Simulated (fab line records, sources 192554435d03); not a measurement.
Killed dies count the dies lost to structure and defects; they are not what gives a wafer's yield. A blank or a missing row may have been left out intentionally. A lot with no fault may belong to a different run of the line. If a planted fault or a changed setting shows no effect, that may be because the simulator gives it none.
A single fault, viewed from 2 desks / flow n5-finfet / each desk holds nothing but its own numbers, with what lay behind them at the end

## TOOL OWNER'S DESK, litho-track-05
The tool's own readings at N5_HKMG_FIN_COAT_06 (resist thk 90 nm): means of the sampled wafers that have a number, for each lot that ran on this tool. The brackets show how far a lot's mean lies from the usual mean; more than 4 standard deviations puts the lot out of limits, marked OUT.
Columns: A = spin-speed-rpm at N5_HKMG_FIN_COAT_06, usual 1499.8 rpm
lot=L519; first seen here=day 4 02:15; A=1500.1
lot=L520; first seen here=day 4 10:29; A=1499.6
lot=L521; first seen here=day 4 16:26; A=1191.2 (-99 or more) OUT
lot=L525; first seen here=day 5 16:29; A=1191.5 (-99 or more) OUT
lot=L540; first seen here=day 9 07:13; A=1499.9
Finding of this desk: L521, L525 out of limits; the first was L521 at day 4 16:26, on spin-speed-rpm at N5_HKMG_FIN_COAT_06. In limits: L519, L520, L540.

## THE METROLOGY DESK
Means of the sampled wafers that have a number, per lot and without regard to the tool the lot ran on: this is what the gauges read. The brackets show how far a lot's mean lies from the usual mean; more than 4 standard deviations puts the lot out of limits, marked OUT.
Columns: A = NWFM_OVL at N5_HKMG_FIN_OVL_MEAS_13, usual 0.3 nm
lot=L519; first seen here=day 4 02:31; A=0.7
lot=L520; first seen here=day 4 10:53; A=1.0
lot=L521; first seen here=day 4 16:49; A=0.4
lot=L525; first seen here=day 5 16:45; A=1.0
lot=L531; first seen here=day 7 06:29; A=0.0
lot=L532; first seen here=day 7 09:07; A=-0.2
lot=L534; first seen here=day 7 19:35; A=-0.4
lot=L536; first seen here=day 8 08:01; A=0.3
lot=L537; first seen here=day 8 14:47; A=0.5
lot=L538; first seen here=day 8 20:31; A=-0.8
lot=L539; first seen here=day 9 03:43; A=0.2
lot=L540; first seen here=day 9 07:29; A=0.2
Finding of this desk: none of the 12 lots has anything out of limits.

## PUT TOGETHER
The tool owner's desk had the chance to raise an alarm at day 4 16:26 on L521, L525.
At the metrology desk, nothing out of limits was observed.
The metrology desk holds a record of L521, L525, inside its limits.
N5_HKMG_FIN_COAT_06 was run on litho-track-05 by each of the lots named.

## WHAT THE SIMULATOR HAD INSERTED
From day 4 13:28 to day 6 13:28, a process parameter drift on litho-track-05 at N5_HKMG_FIN_COAT_06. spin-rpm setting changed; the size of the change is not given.
Struck lots among those shown: L521, L525.
Time in hours from fault onset to the first out-of-limits reading at each desk: the tool owner's desk, 3.
